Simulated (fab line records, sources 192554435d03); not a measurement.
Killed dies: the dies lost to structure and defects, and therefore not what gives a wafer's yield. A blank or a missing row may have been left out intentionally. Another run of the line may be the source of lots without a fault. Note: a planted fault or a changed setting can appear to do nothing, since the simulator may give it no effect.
Matching of chambers -- flow n5-finfet -- cmp-01 running N5_GATE_CUT_CMP_43: 4 sister chambers
The step polishes SiO2. 16 wafers are shown with their chamber, then 8 later ones without.

## WAFERS PAIRED WITH THEIR CHAMBERS
wafer,chamber,motor-current-A (A),edge-zone-pressure-frac
L079.2,3,11.7,1.002
L079.3,2,12.3,0.999
L079.6,0,11.3,1.000
L080.1,2,12.6,0.999
L080.3,0,11.1,1.007
L080.5,2,12.2,0.994
L083.3,0,11.3,0.989
L083.4,1,10.5,0.997
L083.5,3,12.1,1.004
L085.2,3,12.4,1.006
L085.3,1,11.7,1.003
L085.5,3,11.9,0.997
L087.1,3,12.3,0.996
L087.4,2,12.5,1.002
L087.5,2,11.8,1.004
L090.1,0,11.7,0.999

SIGNATURES (averages over the wafers above)
reading,chamber 0,chamber 1,chamber 2,chamber 3,scatter within a chamber
motor-current-A,11.350,11.100,12.280,12.080,0.368
edge-zone-pressure-frac,0.99875,1.00000,0.99960,1.00100,0.00513
Rule: for each reading, subtract the chamber's mean from the wafer's reading, divide by that reading's scatter and square the result; add these up over the readings and take the root, which gives the wafer's distance from the chamber. The wafer belongs to the nearest chamber; if the next one is less than 2 further off, it can't be placed. The scatter: the root of (the sum of the squares of (reading less its chamber's mean) over the shown wafers, divided by (wafers less chambers)).

## WAFERS WITHOUT THEIR CHAMBER
wafer,motor-current-A (A),edge-zone-pressure-frac
L090.2,12.4,1.006
L090.6,11.5,0.997
L093.1,11.7,0.994
L093.4,12.2,0.996
L093.5,11.7,0.992
L094.1,12.0,1.003
L094.5,11.4,1.003
L094.6,12.5,0.996

## WHICH CHAMBER EACH ONE RAN IN
wafer,from the rows above,in truth
L090.2,can't be placed: 2 or 3 or 0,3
L090.6,can't be placed: 0 or 1 or 3 or 2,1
L093.1,can't be placed: 0 or 3 or 2 or 1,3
L093.4,can't be placed: 2 or 3 or 0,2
L093.5,can't be placed: 0 or 3 or 2 or 1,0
L094.1,can't be placed: 3 or 2 or 0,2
L094.5,can't be placed: 0 or 1 or 3 or 2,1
L094.6,can't be placed: 2 or 3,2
Placed correctly: 0 of 8. Cannot be placed on the basis of these rows: 8; the candidates contain the true chamber in 8. 0 placed wrongly.
